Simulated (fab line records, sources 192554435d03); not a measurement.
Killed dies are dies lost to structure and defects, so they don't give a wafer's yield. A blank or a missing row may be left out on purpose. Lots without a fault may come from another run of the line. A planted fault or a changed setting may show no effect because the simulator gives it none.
One fault seen from 2 desks | flow n5_finfet | each desk has only its own numbers; what lay behind them comes last

THE METROLOGY DESK
What the gauges read, lot by lot, whatever tool the lot ran on: means of the sampled wafers that have a number. A lot is out of limits, marked OUT, if its mean lies more than 4 standard deviations from the usual mean; the brackets give that distance. Of its 25 readings 7 are shown: those that lie furthest out on some lot.
Columns: A = COMB_M5 at N5_BEOL_M15_RC_MEAS_101, usual 3.4e-11 S/m; B = COMB_M7_max_site at N5_BEOL_M15_RC_MEAS_101, usual 3.6e-11 S/m; C = SERP_M11 at N5_BEOL_M15_RC_MEAS_101, usual 3.11 ohm/um; D = SERP_M12 at N5_BEOL_M15_RC_MEAS_101, usual 0.625 ohm/um; E = SERP_M5 at N5_BEOL_M15_RC_MEAS_101, usual 38.8 ohm/um; F = SERP_M5_max_site at N5_BEOL_M15_RC_MEAS_101, usual 40.4 ohm/um; G = SERP_M8 at N5_BEOL_M15_RC_MEAS_101, usual 14.0 ohm/um
lot  | first seen here | A       | B       | C    | D     | E    | F    | G
L405 | day 12 04:32    | 2.9e-11 | 3.4e-11 | 3.12 | 0.645 | 37.8 | 39.4 | 13.9
L411 | day 14 06:34    | 3.1e-11 | 5.0e-11 | 3.06 | 0.630 | 38.2 | 40.2 | 13.9
L413 | day 14 06:53    | 3.6e-11 | 3.4e-11 | 3.10 | 0.620 | 40.5 | 42.9 | 14.3
L417 | day 15 14:35    | 2.8e-11 | 3.9e-11 | 2.98 | 0.587 | 44.5 | 47.0 | 14.3
L421 | day 15 20:17    | 3.7e-11 | 3.5e-11 | 3.05 | 0.627 | 38.5 | 40.8 | 14.5
L418 | day 15 20:21    | 3.5e-11 | 3.3e-11 | 3.10 | 0.639 | 45.4 | 46.7 | 12.8
L423 | day 17 01:13    | 3.3e-11 | 3.1e-11 | 3.01 | 0.623 | 39.9 | 41.2 | 13.1
L425 | day 17 05:05    | 5.4e-11 | 3.0e-11 | 3.10 | 0.611 | 37.3 | 38.5 | 13.8
This desk's finding: nothing out of limits on any of the 8 lots.

THE TOOL OWNER'S DESK: ald_metal-03
The tool's own readings at N5_BEOL_M5_ALD_86 (deposits TaN, pulse time 2 s, purge time 3 s, co reactant purge time 2 s): means of the sampled wafers that have a number, for each lot that ran on this tool. A lot is out of limits, marked OUT, if its mean lies more than 4 standard deviations from the usual mean; the brackets give that distance.
Columns: A = heater_power_w at N5_BEOL_M5_ALD_86, usual 430 W; B = precursor_vessel_temp_c at N5_BEOL_M5_ALD_86, usual 75.01 C
lot  | first seen here | A   | B
L405 | day 8 21:02     | 446 | 75.02
L411 | day 10 13:28    | 447 | 75.04
L413 | day 10 18:11    | 490 | 75.00
L417 | day 12 01:05    | 388 | 75.02
L418 | day 12 03:30    | 434 | 74.97
This desk's finding: nothing out of limits on any of the 5 lots.

PUT TOGETHER
The metrology desk saw nothing out of limits.
The tool owner's desk saw nothing out of limits.

WHAT THE SIMULATOR HAD PUT IN
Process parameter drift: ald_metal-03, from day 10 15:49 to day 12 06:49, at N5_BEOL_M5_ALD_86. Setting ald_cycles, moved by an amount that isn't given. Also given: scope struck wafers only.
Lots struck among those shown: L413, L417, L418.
